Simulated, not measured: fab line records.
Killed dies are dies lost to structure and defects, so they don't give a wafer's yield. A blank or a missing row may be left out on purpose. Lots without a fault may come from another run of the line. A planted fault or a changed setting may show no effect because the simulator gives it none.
fab line records	flow n5-finfet
[record] lots = 24	wafers = 72	last-day = 17
route steps=1938 shown FIN_SAQP@100 FIN_CUT@164 STI_FIN_REVEAL@188
lots with no fault: from the same line, run without faults
start-h: the number of hours between the record's first day and the start of the first shown wafer of the lot	wait-h: hours elapsed since this lot's preceding step	" repeats the value in the row above	L1.1+2: several wafers, shown together as one row	- no value present, or no start provided	* or withheld: withheld	< > ~ a bound
route shown NAME@n: NAME is a module with steps in the file, n the number in the route of the first one	usual: the fault-free wafers' mean and standard deviation	same: alike in all rows	chamber/n: place in a boat	sites: readings site by site	_std_site: standard deviation of those values	_edge_site: inner sites' mean taken away from outer sites' mean	radius-mm: how far each site lies from the wafer's centre	mask NAME#n: copy n	behind: the most recent tool/chamber to have shaped the wafer	hold: what put the lot on hold/how long, in hours/how the hold closed	device: names the non-switching transistor (n, p or np)	end of line: tests run on the same wafers once the route is complete	a step given without rows: its recipe and nothing more	killed: dies that structure and defects cost at the first sort, which is not the same as the wafer's yield	map: dies across one wafer; x = killed, . = not, _ = none there
set.NAME: the run value of the setting; set.NAME@STEP: its run value at that earlier step	model.NAME: the simulator's own value behind a step, which no gauge read
steps of the route over a sample of lots; a table a step, a row a wafer
services: when a tool's chamber went out of use (start-h, in hours from the record's first day, below 0 if earlier), for how many hours, and the reason
[[steps]]
[step N5_FIN_SAQP_PECVD_06]
[recipe] material = a-Si	target-thk-a = 600	temp-c = 400	precursor = SiH4/He	pressure-torr = 3	rf-w = 100	time-s = 48.1
[usual] heater-power-w = 825/98	showerhead-plenum-p-Torr = 5.655/0.029	throttle-valve-pct = 17.8/1.1
lot.wafer	tool	chamber	start-h	wait-h	heater-power-w	showerhead-plenum-p-Torr	throttle-valve-pct
L074.3	pecvd-01	1	21.88	0.0	897	5.661	16.8
L074.4	"	0	"	"	841	5.643	17.5
L074.5	"	0	"	"	833	5.657	17.7
L075.2	pecvd-01	1	27.40	0.0	819	5.656	16.9
L075.4	"	0	"	"	862	5.633	17.3
L075.6	"	0	"	"	841	5.648	17.3
L076.2	pecvd-01	1	33.42	0.0	785	5.669	16.9
L076.5	"	0	"	"	932	5.633	17.6
L076.6	"	2	"	"	849	5.653	17.9
L077.1	pecvd-03	1	39.74	0.0	816	5.598	20.3
L077.2	"	0	"	"	780	5.662	18.0
L077.5	"	1	"	"	681	5.610	20.4
L078.1	pecvd-01	0	45.21	0.0	946	5.642	17.4
L078.2	"	1	"	"	859	5.671	16.6
L078.6	"	1	"	"	874	5.661	16.8
L079.1	pecvd-04	0	50.69	0.0	1017	5.654	16.6
L079.4	"	1	"	"	650	5.620	18.6
L079.5	"	2	"	"	872	5.719	16.8
L080.1	pecvd-01	0	56.89	0.0	905	5.635	17.7
L080.3	"	2	"	"	869	5.674	18.0
L080.5	"	0	"	"	884	5.644	17.3
L081.2	pecvd-04	2	63.43	0.0	846	5.709	17.0
L081.4	"	2	"	"	864	5.692	16.9
L081.6	"	1	"	"	663	5.603	18.5
L082.1	pecvd-03	2	70.65	0.0	729	5.683	16.6
L082.2	"	1	"	"	775	5.610	20.2
L082.6	"	0	"	"	791	5.662	17.9
L083.3	pecvd-04	0	75.88	0.0	1086	5.639	16.9
L083.5	"	1	"	"	594	5.605	18.5
L083.6	"	2	"	"	833	5.699	17.1
L084.2	pecvd-01	2	81.19	0.0	845	5.647	17.6
L084.3	"	0	"	"	946	5.649	17.5
L084.6	"	0	"	"	932	5.639	17.3
L085.1	pecvd-04	2	86.99	0.0	719	5.706	17.0
L085.3	"	1	"	"	683	5.599	18.5
L085.6	"	2	"	"	752	5.713	16.9
L086.1	pecvd-01	0	94.04	0.0	830	5.631	17.6
L086.2	"	2	"	"	891	5.663	17.9
L086.5	"	2	"	"	885	5.656	17.7
L087.1	pecvd-01	0	100.37	0.0	809	5.657	17.8
L087.4	"	0	"	"	816	5.658	17.7
L087.6	"	0	"	"	837	5.646	17.6
L088.1	pecvd-03	2	104.87	0.0	758	5.692	16.7
L088.3	"	0	"	"	772	5.647	18.1
L088.6	"	0	"	"	750	5.658	18.0
L089.2	pecvd-01	0	112.99	0.0	916	5.651	17.4
L089.5	"	0	"	"	933	5.642	17.6
L089.6	"	1	"	"	879	5.679	16.8
L090.2	pecvd-03	1	116.69	0.0	793	5.601	20.5
L090.5	"	1	"	"	788	5.615	20.4
L090.6	"	0	"	"	781	5.665	18.1
L091.4	pecvd-03	1	125.16	0.0	771	5.626	20.5
L091.5	"	2	"	"	658	5.687	16.6
L091.6	"	0	"	"	776	5.671	18.2
L092.2	pecvd-01	1	131.58	0.0	892	5.674	16.8
L092.3	"	2	"	"	895	5.663	17.9
L092.5	"	2	"	"	898	5.650	17.8
L093.3	pecvd-01	2	136.61	0.0	786	5.649	18.0
L093.5	"	0	"	"	958	5.648	17.8
L093.6	"	1	"	"	870	5.684	16.8
L094.1	pecvd-04	1	141.79	0.0	712	5.598	18.6
L094.3	"	2	"	"	818	5.703	17.1
L094.5	"	2	"	"	817	5.703	16.9
L095.3	pecvd-03	1	147.00	0.0	794	5.617	20.4
L095.4	"	1	"	"	805	5.621	20.4
L095.5	"	0	"	"	784	5.654	18.2
L096.3	pecvd-04	1	153.93	0.0	697	5.597	18.6
L096.5	"	0	"	"	960	5.679	17.0
L096.6	"	2	"	"	849	5.704	17.1
L097.1	pecvd-03	2	159.24	0.0	726	5.687	16.8
L097.2	"	1	"	"	694	5.610	20.1
L097.6	"	2	"	"	728	5.689	17.1
[step N5_FIN_SAQP_THK_MEAS_07]
[usual] thk-nm = 59.9/0.93
lot.wafer	tool	chamber	start-h	wait-h	thk-nm
L074.3	film-metro-01	-	21.97	0.1	59.4
L074.4	"	-	"	"	59.2
L074.5	"	-	"	"	60.1
L075.2	film-metro-02	-	27.53	0.1	58.8
L075.4	"	-	"	"	60.2
L075.6	"	-	"	"	60.2
L076.2	film-metro-02	-	33.51	0.1	59.6
L076.5	"	-	"	"	60.7
L076.6	"	-	"	"	60.7
L077.1	film-metro-01	-	39.86	0.1	59.5
L077.2	"	-	"	"	58.1
L077.5	"	-	"	"	60.8
L078.1	film-metro-02	-	45.30	0.1	59.8
L078.2	"	-	"	"	59.6
L078.6	"	-	"	"	60.5
L079.1	film-metro-02	-	50.78	0.1	59.4
L079.4	"	-	"	"	61.3
L079.5	"	-	"	"	60.3
L080.1	film-metro-01	-	56.97	0.1	59.1
L080.3	"	-	"	"	59.5
L080.5	"	-	"	"	60.5
L081.2	film-metro-01	-	63.52	0.1	58.8
L081.4	"	-	"	"	60.1
L081.6	"	-	"	"	61.2
L082.1	film-metro-02	-	70.74	0.1	59.2
L082.2	"	-	"	"	60.2
L082.6	"	-	"	"	60.2
L083.3	film-metro-02	-	75.97	0.1	60.5
L083.5	"	-	"	"	62.1
L083.6	"	-	"	"	60.3
L084.2	film-metro-01	-	81.28	0.1	58.4
L084.3	"	-	"	"	58.0
L084.6	"	-	"	"	59.3
L085.1	film-metro-01	-	87.08	0.1	59.0
L085.3	"	-	"	"	59.8
L085.6	"	-	"	"	59.2
L086.1	film-metro-01	-	94.12	0.1	60.1
L086.2	"	-	"	"	59.0
L086.5	"	-	"	"	60.3
L087.1	film-metro-01	-	100.49	0.1	59.7
L087.4	"	-	"	"	60.2
L087.6	"	-	"	"	60.8
L088.1	film-metro-01	-	104.96	0.1	59.1
L088.3	"	-	"	"	58.7
L088.6	"	-	"	"	59.7
L089.2	film-metro-01	-	113.08	0.1	59.1
L089.5	"	-	"	"	61.1
L089.6	"	-	"	"	58.4
L090.2	film-metro-02	-	116.78	0.1	60.1
L090.5	"	-	"	"	61.8
L090.6	"	-	"	"	59.8
L091.4	film-metro-02	-	125.22	0.0	60.2
L091.5	"	-	"	"	58.9
L091.6	"	-	"	"	59.8
L092.2	film-metro-02	-	131.67	0.1	59.1
L092.3	"	-	"	"	59.7
L092.5	"	-	"	"	61.2
L093.3	film-metro-02	-	136.71	0.1	60.3
L093.5	"	-	"	"	60.8
L093.6	"	-	"	"	60.2
L094.1	film-metro-01	-	141.88	0.1	60.5
L094.3	"	-	"	"	59.5
L094.5	"	-	"	"	60.7
L095.3	film-metro-01	-	147.09	0.1	59.1
L095.4	"	-	"	"	60.2
L095.5	"	-	"	"	59.7
L096.3	film-metro-01	-	154.02	0.1	61.1
L096.5	"	-	"	"	62.2
L096.6	"	-	"	"	60.8
L097.1	film-metro-01	-	159.33	0.1	58.4
L097.2	"	-	"	"	59.5
L097.6	"	-	"	"	60.2
[step N5_FIN_SAQP_DESCUM_21]
[recipe] chemistry = O2	time-s = 7.9	source-power-w = 50	bias-power-w = 20	pressure-mtorr = 20	rf-frequency-hz = 2.712e+07	temp-c = 40	resist = CAR-ArF	o2-flow-sccm = 225
[usual] bias-power-w = 20.00/0.058	drypump-motor-current-A = 5.4/0.55	oes-product-au = 0.74/0.068	rf-vpp-V = 242.8/1.2	showerhead-plenum-p-Torr = 2.06/0.056	temp-c = 39.99/0.12	throttle-valve-pct = 20.40/0.18
lot.wafer	tool	chamber	start-h	wait-h	bias-power-w	drypump-motor-current-A	oes-product-au	rf-hours-counter-h	rf-vpp-V	showerhead-plenum-p-Torr	temp-c	throttle-valve-pct
L074.3	rie-diel-01	1	22.58	0.0	19.99	4.7	0.76	147	244.8	2.17	39.90	20.46
L074.4	"	2	"	"	19.95	6.3	0.71	196	243.1	2.06	39.93	20.35
L074.5	"	1	"	"	20.01	4.7	0.76	-	244.8	2.17	40.06	20.46
L075.2	rie-diel-05	0	28.11	0.0	20.02	5.9	0.68	221	242.3	2.05	39.65	20.16
L075.4	"	1	"	"	19.94	6.4	0.79	118	242.1	2.01	40.01	20.36
L075.6	"	0	"	"	20.05	5.9	0.67	-	243.1	2.05	39.78	20.18
L076.2	rie-diel-01	0	34.12	0.0	20.00	4.9	0.70	219	243.7	2.06	39.91	20.37
L076.5	"	0	"	"	20.04	4.9	0.70	-	242.2	2.06	39.93	20.37
L076.6	"	1	"	"	19.92	4.7	0.77	-	244.8	2.17	40.27	20.45
L077.1	rie-diel-05	2	40.37	0.1	19.97	5.2	0.91	18	244.9	2.15	40.23	20.02
L077.2	"	3	"	"	19.91	4.9	0.77	136	241.5	2.03	40.02	20.55
L077.5	"	3	"	"	19.96	4.9	0.76	-	241.1	2.03	40.07	20.56
L078.1	rie-diel-04	1	45.88	0.0	20.03	5.3	0.71	207	242.2	2.00	40.10	20.47
L078.2	"	0	"	"	20.02	5.4	0.71	200	242.9	2.04	39.88	20.57
L078.6	"	3	"	"	20.03	4.9	0.73	-	243.7	2.17	40.10	20.54
L079.1	rie-diel-05	2	51.43	0.1	20.00	5.2	0.91	22	244.7	2.15	39.90	20.04
L079.4	"	3	"	"	20.06	4.9	0.78	140	242.2	2.02	39.94	20.54
L079.5	"	2	"	"	20.00	5.2	0.91	-	244.5	2.15	40.00	20.04
L080.1	rie-diel-01	2	57.56	0.0	19.94	6.3	0.72	206	243.5	2.05	39.94	20.39
L080.3	"	0	"	"	19.97	4.9	0.69	227	242.8	2.06	39.86	20.38
L080.5	"	0	"	"	20.04	4.9	0.69	-	242.4	2.06	39.91	20.40
L081.2	rie-diel-04	1	63.98	0.0	20.00	5.4	0.70	214	242.3	2.00	40.03	20.49
L081.4	"	2	"	"	19.93	5.3	0.73	147	241.8	2.05	39.98	20.39
L081.6	"	1	"	"	20.04	5.3	0.70	-	241.4	2.00	40.02	20.46
L082.1	rie-diel-01	1	71.20	0.0	20.01	4.7	0.75	163	245.7	2.17	39.99	20.48
L082.2	"	0	"	"	20.04	4.9	0.68	232	242.9	2.06	39.86	20.39
L082.6	"	3	"	"	19.94	4.9	0.70	-	244.2	2.08	40.14	20.32
L083.3	rie-diel-05	0	76.50	0.1	20.08	5.9	0.66	236	242.4	2.05	39.98	20.21
L083.5	"	1	"	"	20.16	6.4	0.78	-	242.7	2.01	39.83	20.41
L083.6	"	0	"	"	20.00	6.0	0.66	-	243.3	2.05	40.20	20.21
L084.2	rie-diel-04	3	81.73	0.0	20.07	4.9	0.72	162	243.6	2.16	39.88	20.57
L084.3	"	2	"	"	20.02	5.3	0.73	154	242.3	2.04	40.19	20.44
L084.6	"	3	"	"	20.02	4.9	0.72	-	244.2	2.16	39.83	20.57
L085.1	rie-diel-05	3	87.84	0.2	19.98	4.9	0.76	152	242.6	2.02	39.88	20.55
L085.3	"	2	"	"	19.98	5.2	0.89	33	243.0	2.14	39.90	20.04
L085.6	"	0	"	"	19.97	6.0	0.66	-	241.9	2.05	40.09	20.20
L086.1	rie-diel-04	2	94.58	0.0	20.06	5.3	0.73	159	240.0	2.04	40.10	20.44
L086.2	"	3	"	"	20.05	4.8	0.72	168	244.6	2.16	39.81	20.60
L086.5	"	1	"	"	20.06	5.4	0.69	-	241.4	1.99	39.93	20.47
L087.1	rie-diel-01	3	101.07	0.0	20.08	4.9	0.69	222	242.1	2.08	39.87	20.35
L087.4	"	1	"	"	20.12	4.7	0.74	173	243.7	2.16	40.09	20.50
L087.6	"	2	"	"	20.00	6.3	0.70	-	242.7	2.05	39.86	20.40
L088.1	rie-diel-05	2	105.89	0.4	19.96	5.2	0.88	40	242.5	2.14	39.80	20.06
L088.3	"	3	"	"	19.97	4.9	0.75	158	241.1	2.02	40.09	20.58
L088.6	"	3	"	"	19.95	4.9	0.76	-	243.2	2.02	40.01	20.58
L089.2	rie-diel-05	1	113.69	0.0	20.11	6.4	0.75	144	242.3	2.01	39.85	20.40
L089.5	"	2	"	"	19.81	5.2	0.86	-	243.9	2.14	40.06	20.06
L089.6	"	1	"	"	19.96	6.4	0.76	-	242.5	2.01	39.99	20.42
L090.2	rie-diel-04	2	118.31	1.0	20.00	5.3	0.73	166	241.2	2.04	40.05	20.44
L090.5	"	1	"	"	20.03	5.4	0.68	-	242.0	1.99	39.99	20.51
L090.6	"	2	"	"	20.00	5.3	0.73	-	241.0	2.04	40.16	20.45
L091.4	rie-diel-04	1	126.68	0.9	20.08	5.4	0.68	238	240.6	1.99	40.11	20.50
L091.5	"	3	"	"	20.04	4.9	0.71	-	245.2	2.15	40.13	20.60
L091.6	"	0	"	"	20.09	5.5	0.69	-	242.3	2.03	39.97	20.62
L092.2	rie-diel-01	0	132.25	0.0	19.93	4.9	0.68	247	240.8	2.05	39.81	20.42
L092.3	"	1	"	"	20.07	4.7	0.74	178	245.0	2.16	40.12	20.51
L092.5	"	2	"	"	19.92	6.3	0.70	-	243.4	2.05	39.81	20.40
L093.3	rie-diel-01	3	137.29	0.0	20.01	4.9	0.69	228	243.0	2.08	39.95	20.34
L093.5	"	3	"	"	20.00	4.9	0.68	-	242.9	2.08	40.02	20.37
L093.6	"	2	"	"	20.03	6.3	0.70	-	242.5	2.05	40.04	20.40
L094.1	rie-diel-04	1	142.46	0.0	19.94	5.3	0.68	244	242.0	1.99	39.90	20.52
L094.3	"	0	"	"	20.10	5.4	0.68	238	241.7	2.03	39.92	20.64
L094.5	"	1	"	"	19.92	5.3	0.68	-	242.0	1.99	39.89	20.51
L095.3	rie-diel-04	2	147.82	0.2	19.97	5.3	0.72	179	240.5	2.03	40.05	20.46
L095.4	"	3	"	"	19.91	4.8	0.71	188	244.8	2.15	39.79	20.61
L095.5	"	1	"	"	19.95	5.4	0.67	-	241.0	1.99	40.02	20.52
L096.3	rie-diel-05	3	154.73	0.2	19.90	4.9	0.74	179	240.8	2.01	39.98	20.61
L096.5	"	3	"	"	20.00	4.9	0.75	-	241.6	2.01	40.10	20.60
L096.6	"	2	"	"	19.94	5.2	0.85	-	242.9	2.13	40.09	20.08
L097.1	rie-diel-05	2	159.91	0.0	20.10	5.2	0.84	61	243.3	2.13	39.91	20.10
L097.2	"	3	"	"	19.99	4.9	0.74	181	241.4	2.01	39.97	20.60
L097.6	"	1	"	"	19.93	6.4	0.73	-	242.0	2.00	40.02	20.45
[step N5_FIN_SAQP_MANDREL2_REMOVE_60]
[recipe] chemistry = HBr/Cl2/O2	bt-time-s = 10	target = a-Si	stop-on = SiNx	endpoint = OES-SiCl	over-etch-frac = 1	icp-w = 600	bias-w = 22	HBr_flow_sccm = 150	Cl2_flow_sccm = 80	O2_flow_sccm = 5	pressure-mtorr = 10
[usual] drypump-motor-current-A = 5.9/0.32	oes-product-au = 1.006/0.014	throttle-valve-pct = 37.0/0.49
[same] bt-time-s = 10
lot.wafer	tool	chamber	start-h	wait-h	drypump-motor-current-A	oes-product-au	rf-hours-counter-h	throttle-valve-pct
L074.3	rie-si-04	0	26.47	0.1	6.4	0.994	108	37.7
L074.4	"	2	"	"	5.2	0.985	1	37.0
L074.5	"	0	"	"	6.4	1.005	-	37.7
L075.2	rie-si-03	2	31.65	0.1	5.9	1.007	152	36.3
L075.4	"	3	"	"	5.8	0.988	115	37.1
L075.6	"	1	"	"	5.8	1.024	-	36.3
L076.2	rie-si-03	2	38.68	0.1	5.9	1.000	152	36.3
L076.5	"	2	"	"	5.9	0.996	-	36.3
L076.6	"	1	"	"	5.8	1.020	-	36.3
L077.1	rie-si-01	2	43.92	0.1	6.6	1.021	126	36.8
L077.2	"	0	"	"	5.9	1.013	77	37.2
L077.5	"	0	"	"	5.8	1.009	-	37.2
L078.1	rie-si-03	0	49.53	0.1	6.1	1.018	87	37.5
L078.2	"	1	"	"	5.8	1.019	93	36.3
L078.6	"	2	"	"	5.8	0.999	-	36.3
L079.1	rie-si-01	1	54.94	0.1	6.0	1.006	105	36.7
L079.4	"	2	"	"	6.6	1.023	126	36.8
L079.5	"	3	"	"	5.7	1.003	-	37.8
L080.1	rie-si-03	0	61.17	0.1	6.2	1.022	87	37.5
L080.3	"	2	"	"	5.9	1.000	152	36.3
L080.5	"	3	"	"	5.8	0.988	-	37.1
L081.2	rie-si-01	3	67.79	0.1	5.7	1.004	103	37.8
L081.4	"	0	"	"	5.8	1.003	78	37.2
L081.6	"	1	"	"	6.0	1.019	-	36.7
L082.1	rie-si-01	3	75.26	0.1	5.7	1.010	103	37.8
L082.2	"	0	"	"	5.9	1.016	78	37.2
L082.6	"	2	"	"	6.5	1.022	-	36.7
L083.3	rie-si-03	0	80.26	0.1	6.2	1.009	87	37.5
L083.5	"	1	"	"	5.8	1.012	-	36.3
L083.6	"	0	"	"	6.2	1.010	-	37.5
L084.2	rie-si-04	3	86.48	0.1	5.8	1.005	14	36.8
L084.3	"	2	"	"	5.2	0.981	2	37.0
L084.6	"	0	"	"	6.3	0.989	-	37.7
L085.1	rie-si-04	3	91.96	0.1	5.7	1.012	15	36.8
L085.3	"	0	"	"	6.4	0.996	109	37.7
L085.6	"	2	"	"	5.2	0.984	-	37.0
L086.1	rie-si-01	0	100.05	0.1	5.9	1.016	78	37.2
L086.2	"	2	"	"	6.6	1.029	126	36.7
L086.5	"	1	"	"	5.9	1.023	-	36.7
L087.1	rie-si-04	0	105.91	0.1	6.4	0.996	110	37.7
L087.4	"	2	"	"	5.2	0.977	2	37.0
L087.6	"	3	"	"	5.8	1.008	-	36.8
L088.1	rie-si-03	2	109.69	0.1	5.9	0.999	153	36.3
L088.3	"	0	"	"	6.2	1.003	88	37.5
L088.6	"	1	"	"	5.8	1.025	-	36.3
L089.2	rie-si-01	1	117.23	0.1	5.9	1.015	106	36.7
L089.5	"	1	"	"	5.9	1.020	-	36.7
L089.6	"	0	"	"	5.8	1.005	-	37.2
L090.2	rie-si-03	3	122.44	0.1	5.8	0.967	117	37.1
L090.5	"	3	"	"	5.8	0.968	-	37.1
L090.6	"	2	"	"	5.9	0.994	-	36.3
L091.4	rie-si-04	1	130.58	0.1	5.9	1.004	180	36.4
L091.5	"	0	"	"	6.4	0.996	-	37.7
L091.6	"	1	"	"	5.9	1.005	-	36.4
L092.2	rie-si-04	1	135.71	0.1	5.9	0.999	180	36.4
L092.3	"	3	"	"	5.8	1.011	15	36.8
L092.5	"	2	"	"	5.2	0.991	-	37.0
L093.3	rie-si-01	2	141.16	0.1	6.5	1.033	127	36.7
L093.5	"	2	"	"	6.6	1.022	-	36.7
L093.6	"	1	"	"	5.9	1.019	-	36.7
L094.1	rie-si-04	2	146.49	0.1	5.2	0.990	3	37.0
L094.3	"	1	"	"	5.9	1.001	180	36.4
L094.5	"	3	"	"	5.8	1.002	-	36.8
L095.3	rie-si-01	1	151.76	0.1	5.9	1.006	107	36.7
L095.4	"	0	"	"	5.9	1.014	79	37.2
L095.5	"	1	"	"	5.9	1.020	-	36.7
L096.3	rie-si-01	3	158.43	0.1	5.7	1.018	104	37.8
L096.5	"	3	"	"	5.7	1.006	-	37.8
L096.6	"	0	"	"	5.9	1.010	-	37.2
L097.1	rie-si-01	2	163.39	0.1	6.6	1.015	128	36.7
L097.2	"	0	"	"	5.9	1.000	79	37.2
L097.6	"	2	"	"	6.6	1.015	-	36.8
[step N5_FIN_CUT_OVL_MEAS_09]
[recipe] points-per-wafer = 522
[usual] FIN_CUT_OVL = -0.2/0.64
[same] points-per-wafer = 522
lot.wafer	tool	chamber	start-h	wait-h	FIN_CUT_OVL[nm]
L074.3	overlay-01	0	27.65	0.0	0.2
L074.4	"	0	"	"	-0.4
L074.5	"	0	"	"	0.1
L075.2	overlay-01	0	32.81	0.0	0.7
L075.4	"	0	"	"	0.6
L075.6	"	0	"	"	-0.3
L076.2	overlay-01	0	39.71	0.0	0.3
L076.5	"	0	"	"	0.0
L076.6	"	0	"	"	-0.1
L077.1	overlay-01	0	44.94	0.0	0.4
L077.2	"	0	"	"	-0.1
L077.5	"	0	"	"	-0.8
L078.1	overlay-01	0	50.63	0.0	0.3
L078.2	"	0	"	"	0.3
L078.6	"	0	"	"	-0.4
L079.1	overlay-02	0	56.09	0.0	-0.8
L079.4	"	0	"	"	-0.1
L079.5	"	0	"	"	-0.2
L080.1	overlay-02	0	62.20	0.0	-0.7
L080.3	"	0	"	"	-1.8
L080.5	"	0	"	"	-2.0
L081.2	overlay-01	0	68.94	0.0	-0.6
L081.4	"	0	"	"	-0.3
L081.6	"	0	"	"	-0.1
L082.1	overlay-02	0	76.41	0.0	-0.9
L082.2	"	0	"	"	-1.3
L082.6	"	0	"	"	-1.2
L083.3	overlay-01	0	81.30	0.0	-0.3
L083.5	"	0	"	"	-0.1
L083.6	"	0	"	"	0.0
L084.2	overlay-02	0	87.51	0.0	-0.7
L084.3	"	0	"	"	0.1
L084.6	"	0	"	"	0.0
L085.1	overlay-01	0	93.16	0.0	-0.2
L085.3	"	0	"	"	-0.2
L085.6	"	0	"	"	0.2
L086.1	overlay-01	0	101.37	0.0	-0.8
L086.2	"	0	"	"	-0.7
L086.5	"	0	"	"	-0.7
L087.1	overlay-01	0	107.02	0.0	-0.2
L087.4	"	0	"	"	-0.3
L087.6	"	0	"	"	0.2
L088.1	overlay-01	0	110.98	0.0	-0.4
L088.3	"	0	"	"	0.2
L088.6	"	0	"	"	0.1
L089.2	overlay-01	0	118.40	0.0	0.1
L089.5	"	0	"	"	0.3
L089.6	"	0	"	"	-0.3
L090.2	overlay-02	0	123.51	0.0	0.0
L090.5	"	0	"	"	1.3
L090.6	"	0	"	"	0.4
L091.4	overlay-02	0	131.65	0.0	-0.7
L091.5	"	0	"	"	-1.3
L091.6	"	0	"	"	-1.4
L092.2	overlay-01	0	136.74	0.0	-0.9
L092.3	"	0	"	"	-0.7
L092.5	"	0	"	"	-1.3
L093.3	overlay-02	0	142.32	0.0	0.0
L093.5	"	0	"	"	0.7
L093.6	"	0	"	"	0.0
L094.1	overlay-01	0	147.92	0.0	0.1
L094.3	"	0	"	"	-0.3
L094.5	"	0	"	"	-0.2
L095.3	overlay-01	0	152.86	0.0	-0.1
L095.4	"	0	"	"	0.0
L095.5	"	0	"	"	-0.4
L096.3	overlay-01	0	159.59	0.0	0.8
L096.5	"	0	"	"	0.9
L096.6	"	0	"	"	1.1
L097.1	overlay-02	0	164.58	0.0	-0.6
L097.2	"	0	"	"	-0.6
L097.6	"	0	"	"	0.0
[step N5_STI_FIN_REVEAL_THK_MEAS_05]
[usual] thk-nm = 132.5/1.7
lot.wafer	tool	chamber	start-h	wait-h	thk-nm
L074.3	film-metro-02	-	34.07	-	130.8
L074.4	"	-	"	"	131.7
L074.5	"	-	"	"	133.0
L075.2	film-metro-02	-	39.98	-	134.9
L075.4	"	-	"	"	133.6
L075.6	"	-	"	"	133.6
L076.2	film-metro-02	-	46.73	-	130.4
L076.5	"	-	"	"	131.5
L076.6	"	-	"	"	131.6
L077.1	film-metro-02	-	51.47	-	135.9
L077.2	"	-	"	"	133.7
L077.5	"	-	"	"	135.0
L078.1	film-metro-01	-	57.33	-	133.1
L078.2	"	-	"	"	132.7
L078.6	"	-	"	"	132.8
L079.1	film-metro-02	-	63.87	-	133.0
L079.4	"	-	"	"	130.8
L079.5	"	-	"	"	130.8
L080.1	film-metro-02	-	69.29	-	131.2
L080.3	"	-	"	"	132.5
L080.5	"	-	"	"	131.3
L081.2	film-metro-01	-	76.08	-	130.5
L081.4	"	-	"	"	135.3
L081.6	"	-	"	"	135.4
L082.1	film-metro-02	-	83.92	-	132.0
L082.2	"	-	"	"	134.0
L082.6	"	-	"	"	130.9
L083.3	film-metro-01	-	87.99	-	130.5
L083.5	"	-	"	"	133.4
L083.6	"	-	"	"	132.8
L084.2	film-metro-02	-	94.39	-	132.7
L084.3	"	-	"	"	130.6
L084.6	"	-	"	"	132.3
L085.1	film-metro-01	-	99.58	-	135.6
L085.3	"	-	"	"	132.4
L085.6	"	-	"	"	136.5
L086.1	film-metro-02	-	109.63	-	133.1
L086.2	"	-	"	"	131.4
L086.5	"	-	"	"	131.1
L087.1	film-metro-02	-	113.44	-	133.2
L087.4	"	-	"	"	132.0
L087.6	"	-	"	"	135.3
L088.1	film-metro-01	-	117.40	-	133.5
L088.3	"	-	"	"	136.1
L088.6	"	-	"	"	133.4
L089.2	film-metro-02	-	125.21	-	133.5
L089.5	"	-	"	"	133.2
L089.6	"	-	"	"	135.2
L090.2	film-metro-02	-	130.66	-	134.0
L090.5	"	-	"	"	132.5
L090.6	"	-	"	"	134.4
L091.4	film-metro-02	-	138.10	-	131.9
L091.5	"	-	"	"	131.0
L091.6	"	-	"	"	129.2
L092.2	film-metro-01	-	143.16	-	132.3
L092.3	"	-	"	"	131.2
L092.5	"	-	"	"	131.5
L093.3	film-metro-01	-	148.92	-	130.0
L093.5	"	-	"	"	134.4
L093.6	"	-	"	"	132.1
L094.1	film-metro-01	-	154.41	-	131.9
L094.3	"	-	"	"	131.0
L094.5	"	-	"	"	131.0
L095.3	film-metro-01	-	159.27	-	135.9
L095.4	"	-	"	"	130.7
L095.5	"	-	"	"	132.0
L096.3	film-metro-01	-	166.07	-	132.2
L096.5	"	-	"	"	129.4
L096.6	"	-	"	"	131.3
L097.1	film-metro-01	-	171.84	-	131.0
L097.2	"	-	"	"	131.5
L097.6	"	-	"	"	131.8
[[services]]
tool	chamber	start-h	hours	kind
rie-si-04	-	-0.08	0.4	repair
rie-diel-05	2	8.48	9.6	repair
rie-diel-01	-	10.68	2.8	pm
pecvd-01	0	11.12	5.5	scheduled-down
rie-diel-05	0	12.06	4.0	repair
pecvd-01	2	16.58	16.5	scheduled-down
pecvd-03	-	23.12	2.8	pm
pecvd-01	0	34.81	5.9	repair
rie-diel-05	1	39.10	2.4	repair
rie-si-03	0	66.87	4.5	repair
pecvd-03	-	68.29	1.2	repair
rie-diel-05	-	71.46	0.8	repair
pecvd-01	0	74.77	2.1	scheduled-down
rie-si-01	-	82.68	14.6	pm
pecvd-01	1	96.39	5.5	scheduled-down
rie-diel-01	-	102.19	4.3	pm
rie-diel-01	2	107.31	5.2	repair
rie-si-03	2	112.81	2.1	repair
rie-diel-05	0	119.05	-	clean
rie-diel-05	2	120.99	4.6	repair
pecvd-04	-	121.15	2.5	repair
pecvd-01	1	151.35	5.3	repair
rie-diel-04	1	152.74	6.5	repair
pecvd-01	-	160.27	1.6	repair
[[key]]
fault none
